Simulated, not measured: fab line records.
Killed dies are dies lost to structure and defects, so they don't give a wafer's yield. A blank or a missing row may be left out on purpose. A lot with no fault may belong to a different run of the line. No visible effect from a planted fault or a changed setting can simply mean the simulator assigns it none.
What tool caused it?    flow nand-harc    12 lots, 36 wafers sampled, at 7 steps of a route of 1159

== WHAT EACH GAUGE READ, for each wafer ==
NHARC_A_BLC_CD_MEAS_10 targets a cd of 100 nm. Usual: cd-nm at 99.8 nm, with a standard deviation of 0.69.
lot   measured      on         cd-nm (nm)         flag
L821  day 17 08:35  cd-sem-03  100.1 99.0 99.5    
L825  day 17 16:20  cd-sem-03  99.3 99.3 99.7     
L822  day 17 21:11  cd-sem-02  99.7 100.0 99.8    
L823  day 17 21:46  cd-sem-03  100.4 99.6 99.8    
L824  day 18 22:30  cd-sem-03  99.6 100.4 99.5    
L831  day 20 14:00  cd-sem-02  89.7 90.1 89.0     OFF
L830  day 20 15:12  cd-sem-03  92.5 91.0 92.0     OFF
L838  day 21 04:16  cd-sem-01  99.3 99.7 99.9     
L835  day 21 13:39  cd-sem-01  92.1 93.6 93.5     OFF
L842  day 23 01:30  cd-sem-01  100.0 99.5 99.1    
L841  day 23 02:08  cd-sem-02  100.2 100.8 101.2  
L843  day 23 03:40  cd-sem-02  99.7 100.0 99.2    

NHARC_A_BLC_CD_MEAS_19. Usual: cd-nm at 100.9 nm, with a standard deviation of 2.3.
lot   measured      on         cd-nm (nm)         flag
L821  day 17 09:56  cd-sem-02  97.1 102.5 99.8    
L825  day 17 17:31  cd-sem-03  103.2 102.9 98.1   
L822  day 17 22:20  cd-sem-02  98.8 97.0 96.7     
L823  day 17 22:55  cd-sem-03  100.6 97.6 96.4    
L824  day 18 23:44  cd-sem-02  103.5 101.1 101.7  
L831  day 20 15:10  cd-sem-02  91.1 90.8 92.6     OFF
L830  day 20 16:21  cd-sem-01  93.8 92.2 93.4     OFF
L838  day 21 05:26  cd-sem-01  101.6 102.6 101.1  
L835  day 21 14:59  cd-sem-03  92.3 93.7 96.2     
L842  day 23 02:44  cd-sem-01  103.3 101.5 101.9  
L841  day 23 03:34  cd-sem-03  101.0 100.4 103.6  
L843  day 23 04:49  cd-sem-01  101.0 102.4 100.6  

NHARC_END_SORT_01. Usual: killed-at-array 28, standard deviation 11; killed-at-other 0.6, standard deviation 0.85; killed-at-periphery 2.8, standard deviation 2.3; killed-dies 31, standard deviation 11; killed-open 3.1, standard deviation 1.6; killed-short 2.0, standard deviation 1.4.
lot   measured      on         killed-at-array  killed-at-other  killed-at-periphery  killed-dies  killed-open  killed-short  flag
L831  day 22 11:33  prober-02  26 44 34         0 0 0            3 1 1                29 45 35     1 4 3        2 6 2         
L830  day 22 11:32  prober-01  16 21            1 0              6 2                  23 23        3 3          0 1           
L835  day 23 16:34  prober-02  26               1                1                    28           6            3             

== WHICH TOOL RAN EACH LOT (tool, then ch and the chambers of the sampled wafers, then the start) ==
lot   NHARC_A_CONTACT_ETCH_137              NHARC_A_CONTACT_ETCH_138              NHARC_A_CONTACT_ALD_18               NHARC_A_BLC_EXPOSE_07
L821  har-cap-etch-01 ch 0,1, day 17 01:31  har-cap-etch-01 ch 0,1, day 17 01:41  ald-metal-04 ch 0,1,3, day 17 03:43  arfi-scanner-01 ch 0, day 17 08:26
L825  har-cap-etch-02 ch 1, day 17 12:11    har-cap-etch-02 ch 1, day 17 12:19    ald-metal-02 ch 0,1,3, day 17 14:16  arfi-scanner-02 ch 0, day 17 16:11
L822  har-cap-etch-03 ch 0,1, day 17 13:40  har-cap-etch-03 ch 0,1, day 17 13:47  ald-metal-02 ch 1,3, day 17 15:26    arfi-scanner-03 ch 0, day 17 21:04
L823  har-cap-etch-01 ch 0,1, day 17 17:55  har-cap-etch-01 ch 0,1, day 17 18:02  ald-metal-04 ch 0,1,2, day 17 19:43  arfi-scanner-01 ch 0, day 17 21:37
L824  har-cap-etch-01 ch 0,1, day 18 17:25  har-cap-etch-01 ch 0,1, day 18 17:32  ald-metal-04 ch 1,2, day 18 20:38    arfi-scanner-03 ch 0, day 18 22:22
L831  har-cap-etch-02 ch 0,1, day 20 08:43  har-cap-etch-02 ch 0,1, day 20 08:50  ald-metal-03 ch 0,1,3, day 20 10:34  arfi-scanner-01 ch 0, day 20 13:52
L830  har-cap-etch-01 ch 0,1, day 20 10:50  har-cap-etch-01 ch 0,1, day 20 10:58  ald-metal-04 ch 0,1,2, day 20 12:52  arfi-scanner-01 ch 0, day 20 15:04
L838  har-cap-etch-02 ch 0,1, day 21 00:27  har-cap-etch-02 ch 0,1, day 21 00:35  ald-metal-02 ch 0,1,3, day 21 02:16  arfi-scanner-02 ch 0, day 21 04:08
L835  har-cap-etch-02 ch 0,1, day 21 05:38  har-cap-etch-02 ch 0,1, day 21 05:45  ald-metal-02 ch 1,3, day 21 07:28    arfi-scanner-01 ch 0, day 21 13:31
L842  har-cap-etch-02 ch 0,1, day 22 19:32  har-cap-etch-02 ch 0,1, day 22 19:39  ald-metal-03 ch 2,3, day 22 21:28    arfi-scanner-02 ch 0, day 23 01:22
L841  har-cap-etch-03 ch 0,1, day 22 19:50  har-cap-etch-03 ch 0,1, day 22 19:57  ald-metal-02 ch 2,3, day 22 21:49    arfi-scanner-02 ch 0, day 23 01:59
L843  har-cap-etch-01 ch 0,1, day 22 23:04  har-cap-etch-01 ch 0,1, day 22 23:13  ald-metal-03 ch 0,1,2, day 23 01:00  arfi-scanner-03 ch 0, day 23 03:31
- NHARC_A_CONTACT_ETCH_137: etches the open film in C4F8/O2/Ar, time 132 s, target depth 1287 nm.
- NHARC_A_CONTACT_ETCH_138: etches the open film in C4F8/O2/Ar, time 132 s, target depth 1289 nm.
- NHARC_A_CONTACT_ALD_18: deposits TiN, target thk 3 nm, pulse time 1 s, ald cycles 150.
- NHARC_A_BLC_EXPOSE_07: exposes mask A BLC, target cd 100 nm.

== AS READ BY THE TOOLS THEMSELVES (means over the sampled wafers that have a number; for cases with no such wafer, the mark the record gives instead) ==
NHARC_A_CONTACT_ALD_18. Usual: heater-power-w 1135 W, standard deviation 170; precursor-pulse-height-rel 1.000, standard deviation 0.019.
lot   tool          heater-power-w (W)  precursor-pulse-height-rel  flag
L821  ald-metal-04  1032                0.993                       
L825  ald-metal-02  1224                1.008                       
L822  ald-metal-02  1412                1.005                       
L823  ald-metal-04  1081                1.002                       
L824  ald-metal-04  1077                0.995                       
L831  ald-metal-03  1124                0.994                       
L830  ald-metal-04  1090                1.008                       
L838  ald-metal-02  1213                1.004                       
L835  ald-metal-02  1210                0.997                       
L842  ald-metal-03  1089                1.015                       
L841  ald-metal-02  950                 0.990                       
L843  ald-metal-03  1153                0.994                       

NHARC_A_BLC_EXPOSE_07. Usual: exposure-dose-mJ-cm2 at 67.92, with a standard deviation of 0.076.
lot   tool             exposure-dose-mJ-cm2  flag
L821  arfi-scanner-01  67.91                 
L825  arfi-scanner-02  68.03                 
L822  arfi-scanner-03  67.88                 
L823  arfi-scanner-01  67.88                 
L824  arfi-scanner-03  67.85                 
L831  arfi-scanner-01  57.95                 OFF
L830  arfi-scanner-01  59.96                 OFF
L838  arfi-scanner-02  67.89                 
L835  arfi-scanner-01  61.57                 OFF
L842  arfi-scanner-02  68.06                 
L841  arfi-scanner-02  67.90                 
L843  arfi-scanner-03  67.95                 

== THE ANSWER, worked out from the rows above alone ==
Rule: lot off if the mean of its wafers having a number is beyond 3 standard deviations from the usual mean. Also off: a lot with no number at a reading for which 4 or more lots have one. All remaining lots with rows at the step are treated as sound. After the gauges, taken in route order, come the tools' own readings; for these a lot's mean is taken, as printed above. At the first step where some lot is off, the reading lying furthest off is the one used; lots without a number count as furthest.
Off: L831, L830, L835, at NHARC_A_BLC_CD_MEAS_10 (cd-nm).
If a tool, at a process step before that reading, ran all the lots that are off and no sound lot after the first of them, it fits. Not tried: the gauges at NHARC_A_BLC_CD_MEAS_10; whatever is off there is also off at NHARC_A_BLC_EXPOSE_07, on other tools, and gauge error can't account for it. One candidate fits, namely arfi-scanner-01 at NHARC_A_BLC_EXPOSE_07. Its last sound lot is L823 (day 17 21:37), its first lot that is off L831 (day 20 13:52): a fault that began between those two fits.
On the lots that are off, the tool's own readings at NHARC_A_BLC_EXPOSE_07 differ by more than 5 times the standard deviation of the sound lots' means, which bears it out; exposure-dose-mJ-cm2 reads 59.83 there versus 67.93 on the sound lots.

== WHAT THE SIMULATOR PUT IN ==
Process parameters drifting: arfi-scanner-01 at NHARC_A_BLC_EXPOSE_07, beginning at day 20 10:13. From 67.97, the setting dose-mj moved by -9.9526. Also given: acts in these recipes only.
Lots struck among those shown: L831, L830, L835. Same finding as the rule above.
